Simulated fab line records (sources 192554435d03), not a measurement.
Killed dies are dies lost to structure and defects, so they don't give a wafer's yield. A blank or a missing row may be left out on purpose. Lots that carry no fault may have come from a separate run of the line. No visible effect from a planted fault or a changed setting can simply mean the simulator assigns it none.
Chamber matching + flow n5_finfet + N5_SDB_DESCUM_16 on rie_diel-03 has 4 sister chambers
The step chemistry O2, time 7.9 s. 4 wafers are shown with their chamber, then 10 later ones without.

== WAFERS WITH THEIR CHAMBER ==
| wafer  | chamber | drypump_motor_current_A (A) |
|--------|---------|-----------------------------|
| L082.3 | 0       | 5.8                         |
| L086.1 | 2       | 6.6                         |
| L087.1 | 1       | 5.1                         |
| L087.3 | 3       | 6.3                         |

== WAFERS MISSING THEIR CHAMBER ==
| wafer  | drypump_motor_current_A (A) |
|--------|-----------------------------|
| L087.5 | 6.6                         |
| L088.1 | 5.1                         |
| L088.2 | 5.8                         |
| L088.4 | 6.3                         |
| L091.4 | 6.3                         |
| L091.5 | 6.3                         |
| L091.6 | 6.6                         |
| L094.4 | 6.3                         |
| L094.5 | 5.2                         |
| L094.6 | 6.5                         |

== EACH ONE'S CHAMBER ==
| wafer  | from the rows above | in truth |
|--------|---------------------|----------|
| L087.5 | 2                   | 2        |
| L088.1 | 1                   | 1        |
| L088.2 | 0                   | 0        |
| L088.4 | 3                   | 3        |
| L091.4 | 3                   | 3        |
| L091.5 | 3                   | 3        |
| L091.6 | 2                   | 2        |
| L094.4 | 3                   | 3        |
| L094.5 | 1                   | 1        |
| L094.6 | 2                   | 2        |
Correctly placed: 10 of 10. Can't be placed from these rows: 0. Wrongly placed: 0.
How it was worked out, from the rows above alone: a wafer's distance from a chamber is the root of the sum, over the readings, of the square of ((its reading less the chamber's mean) divided by the reading's scatter). If the next closest chamber is less than 2 further off than the closest, the wafer can't be placed; otherwise it belongs to the closest. For every chamber, the mean is computed from those of its wafers that are shown. The scatter: with one shown wafer a chamber, the root of the mean of the squares of how far each hidden wafer lies from its nearest shown one.
